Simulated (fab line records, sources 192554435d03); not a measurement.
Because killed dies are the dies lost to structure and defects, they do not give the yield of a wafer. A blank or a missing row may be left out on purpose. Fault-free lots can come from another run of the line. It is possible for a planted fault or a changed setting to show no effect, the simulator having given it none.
Matching of chambers || flow n5 finfet || 4 sister chambers for N5_BEOL_M0_SAQP_DESCUM_45 on rie diel-05
The step chemistry O2, time 7 s. 20 wafers are shown with their chamber, then 10 later ones without.

## WAFERS PAIRED WITH THEIR CHAMBERS
{"wafer": "L075.1", "chamber": 0, "drypump motor current A (A)": 6.1, "showerhead plenum p Torr (Torr)": 2.13, "throttle valve pct (%)": 20.52}
{"wafer": "L075.3", "chamber": 2, "drypump motor current A (A)": 5.4, "showerhead plenum p Torr (Torr)": 2.18, "throttle valve pct (%)": 20.27}
{"wafer": "L075.5", "chamber": 3, "drypump motor current A (A)": 6.1, "showerhead plenum p Torr (Torr)": 2.04, "throttle valve pct (%)": 20.44}
{"wafer": "L076.1", "chamber": 3, "drypump motor current A (A)": 6.1, "showerhead plenum p Torr (Torr)": 2.04, "throttle valve pct (%)": 20.42}
{"wafer": "L076.4", "chamber": 1, "drypump motor current A (A)": 6.3, "showerhead plenum p Torr (Torr)": 2.17, "throttle valve pct (%)": 20.45}
{"wafer": "L076.6", "chamber": 0, "drypump motor current A (A)": 6.1, "showerhead plenum p Torr (Torr)": 2.13, "throttle valve pct (%)": 20.54}
{"wafer": "L077.2", "chamber": 2, "drypump motor current A (A)": 5.3, "showerhead plenum p Torr (Torr)": 2.18, "throttle valve pct (%)": 20.28}
{"wafer": "L077.5", "chamber": 1, "drypump motor current A (A)": 6.3, "showerhead plenum p Torr (Torr)": 2.17, "throttle valve pct (%)": 20.45}
{"wafer": "L077.6", "chamber": 0, "drypump motor current A (A)": 6.1, "showerhead plenum p Torr (Torr)": 2.12, "throttle valve pct (%)": 20.53}
{"wafer": "L078.1", "chamber": 1, "drypump motor current A (A)": 6.3, "showerhead plenum p Torr (Torr)": 2.17, "throttle valve pct (%)": 20.45}
{"wafer": "L078.2", "chamber": 3, "drypump motor current A (A)": 6.1, "showerhead plenum p Torr (Torr)": 2.04, "throttle valve pct (%)": 20.43}
{"wafer": "L078.4", "chamber": 0, "drypump motor current A (A)": 6.1, "showerhead plenum p Torr (Torr)": 2.13, "throttle valve pct (%)": 20.54}
{"wafer": "L088.1", "chamber": 1, "drypump motor current A (A)": 6.3, "showerhead plenum p Torr (Torr)": 2.16, "throttle valve pct (%)": 20.47}
{"wafer": "L088.2", "chamber": 0, "drypump motor current A (A)": 6.1, "showerhead plenum p Torr (Torr)": 2.12, "throttle valve pct (%)": 20.57}
{"wafer": "L088.4", "chamber": 3, "drypump motor current A (A)": 6.1, "showerhead plenum p Torr (Torr)": 2.04, "throttle valve pct (%)": 20.48}
{"wafer": "L089.2", "chamber": 3, "drypump motor current A (A)": 6.1, "showerhead plenum p Torr (Torr)": 2.04, "throttle valve pct (%)": 20.48}
{"wafer": "L089.3", "chamber": 0, "drypump motor current A (A)": 6.1, "showerhead plenum p Torr (Torr)": 2.12, "throttle valve pct (%)": 20.55}
{"wafer": "L089.5", "chamber": 3, "drypump motor current A (A)": 6.1, "showerhead plenum p Torr (Torr)": 2.04, "throttle valve pct (%)": 20.49}
{"wafer": "L091.3", "chamber": 2, "drypump motor current A (A)": 5.4, "showerhead plenum p Torr (Torr)": 2.17, "throttle valve pct (%)": 20.31}
{"wafer": "L091.4", "chamber": 0, "drypump motor current A (A)": 6.1, "showerhead plenum p Torr (Torr)": 2.12, "throttle valve pct (%)": 20.58}

SIGNATURES, as means of the wafers listed above
{"reading": "drypump motor current A", "chamber 0": 6.100, "chamber 1": 6.300, "chamber 2": 5.367, "chamber 3": 6.100, "scatter within a chamber": 0.0204}
{"reading": "showerhead plenum p Torr", "chamber 0": 2.1243, "chamber 1": 2.1675, "chamber 2": 2.1767, "chamber 3": 2.0400, "scatter within a chamber": 0.00442}
{"reading": "throttle valve pct", "chamber 0": 20.5471, "chamber 1": 20.4550, "chamber 2": 20.2867, "chamber 3": 20.4567, "scatter within a chamber": 0.023}
Rule: a wafer lies at a distance from a chamber equal to the root of the sum of squares, over the readings, of (its reading less the chamber's mean, divided by the reading's scatter). The wafer belongs to the nearest chamber; if the next one is less than 2 further off, it can't be placed. How the scatter is found: for the shown wafers, subtract from each reading the mean of its chamber, square and add these, divide the total by (wafers less chambers), then take the root.

## WAFERS WITH NO CHAMBER GIVEN
{"wafer": "L091.6", "drypump motor current A (A)": 6.3, "showerhead plenum p Torr (Torr)": 2.16, "throttle valve pct (%)": 20.48}
{"wafer": "L092.1", "drypump motor current A (A)": 6.1, "showerhead plenum p Torr (Torr)": 2.03, "throttle valve pct (%)": 20.48}
{"wafer": "L092.2", "drypump motor current A (A)": 6.1, "showerhead plenum p Torr (Torr)": 2.12, "throttle valve pct (%)": 20.58}
{"wafer": "L092.5", "drypump motor current A (A)": 6.1, "showerhead plenum p Torr (Torr)": 2.12, "throttle valve pct (%)": 20.57}
{"wafer": "L096.1", "drypump motor current A (A)": 5.3, "showerhead plenum p Torr (Torr)": 2.17, "throttle valve pct (%)": 20.31}
{"wafer": "L096.2", "drypump motor current A (A)": 6.3, "showerhead plenum p Torr (Torr)": 2.16, "throttle valve pct (%)": 20.48}
{"wafer": "L096.6", "drypump motor current A (A)": 6.1, "showerhead plenum p Torr (Torr)": 2.11, "throttle valve pct (%)": 20.60}
{"wafer": "L097.1", "drypump motor current A (A)": 6.1, "showerhead plenum p Torr (Torr)": 2.03, "throttle valve pct (%)": 20.51}
{"wafer": "L097.3", "drypump motor current A (A)": 6.3, "showerhead plenum p Torr (Torr)": 2.16, "throttle valve pct (%)": 20.50}
{"wafer": "L097.5", "drypump motor current A (A)": 6.1, "showerhead plenum p Torr (Torr)": 2.03, "throttle valve pct (%)": 20.51}

## CHAMBER TAKEN BY EACH
{"wafer": "L091.6", "from the rows above": 1, "in truth": 1}
{"wafer": "L092.1", "from the rows above": 3, "in truth": 3}
{"wafer": "L092.2", "from the rows above": 0, "in truth": 0}
{"wafer": "L092.5", "from the rows above": 0, "in truth": 0}
{"wafer": "L096.1", "from the rows above": 2, "in truth": 2}
{"wafer": "L096.2", "from the rows above": 1, "in truth": 1}
{"wafer": "L096.6", "from the rows above": 0, "in truth": 0}
{"wafer": "L097.1", "from the rows above": 3, "in truth": 3}
{"wafer": "L097.3", "from the rows above": 1, "in truth": 1}
{"wafer": "L097.5", "from the rows above": 3, "in truth": 3}
Correct placement for 10 of the 10. Number that these rows cannot place: 0. 0 placed wrongly.
